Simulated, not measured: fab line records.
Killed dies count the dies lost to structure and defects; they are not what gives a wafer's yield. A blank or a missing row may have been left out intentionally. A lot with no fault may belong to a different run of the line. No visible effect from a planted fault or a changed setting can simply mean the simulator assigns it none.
Matching of chambers :: flow n5 finfet :: 4 sister chambers for N5_BEOL_M0_SAQP_STRIP_108 on rie diel-01
The step strips in N2/H2. 4 wafers are shown with their chamber, then 8 later ones without.

== WAFERS, EACH WITH ITS CHAMBER ==
wafer: L079.3
chamber: 0
showerhead plenum p Torr (Torr): 3.43

wafer: L079.5
chamber: 1
showerhead plenum p Torr (Torr): 3.41

wafer: L085.5
chamber: 3
showerhead plenum p Torr (Torr): 3.22

wafer: L086.2
chamber: 2
showerhead plenum p Torr (Torr): 3.36

== WAFERS WHOSE CHAMBER IS MISSING ==
wafer: L086.3
showerhead plenum p Torr (Torr): 3.40

wafer: L086.5
showerhead plenum p Torr (Torr): 3.22

wafer: L089.1
showerhead plenum p Torr (Torr): 3.22

wafer: L089.5
showerhead plenum p Torr (Torr): 3.22

wafer: L089.6
showerhead plenum p Torr (Torr): 3.35

wafer: L095.2
showerhead plenum p Torr (Torr): 3.39

wafer: L095.3
showerhead plenum p Torr (Torr): 3.21

wafer: L095.5
showerhead plenum p Torr (Torr): 3.42

== WHICH CHAMBER EACH WENT THROUGH ==
wafer: L086.3
from the rows above: 1
in truth: 1

wafer: L086.5
from the rows above: 3
in truth: 3

wafer: L089.1
from the rows above: 3
in truth: 3

wafer: L089.5
from the rows above: 3
in truth: 3

wafer: L089.6
from the rows above: 2
in truth: 2

wafer: L095.2
from the rows above: can't be placed: 1 or 2
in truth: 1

wafer: L095.3
from the rows above: 3
in truth: 3

wafer: L095.5
from the rows above: can't be placed: 1 or 0
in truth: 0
Correctly placed: 6 of 8. Unplaceable from these rows: 2, with the true chamber sitting among the candidates in 2. 0 placed wrongly.
How it was worked out, from the rows above alone: a wafer's distance from a chamber is the root of the sum, over the readings, of the square of ((its reading less the chamber's mean) divided by the reading's scatter). The wafer belongs to the nearest chamber; if the next one is less than 2 further off, it can't be placed. A chamber's mean is the mean of its shown wafers. The scatter: with one shown wafer a chamber, the root of the mean of the squares of how far each hidden wafer lies from its nearest shown one.
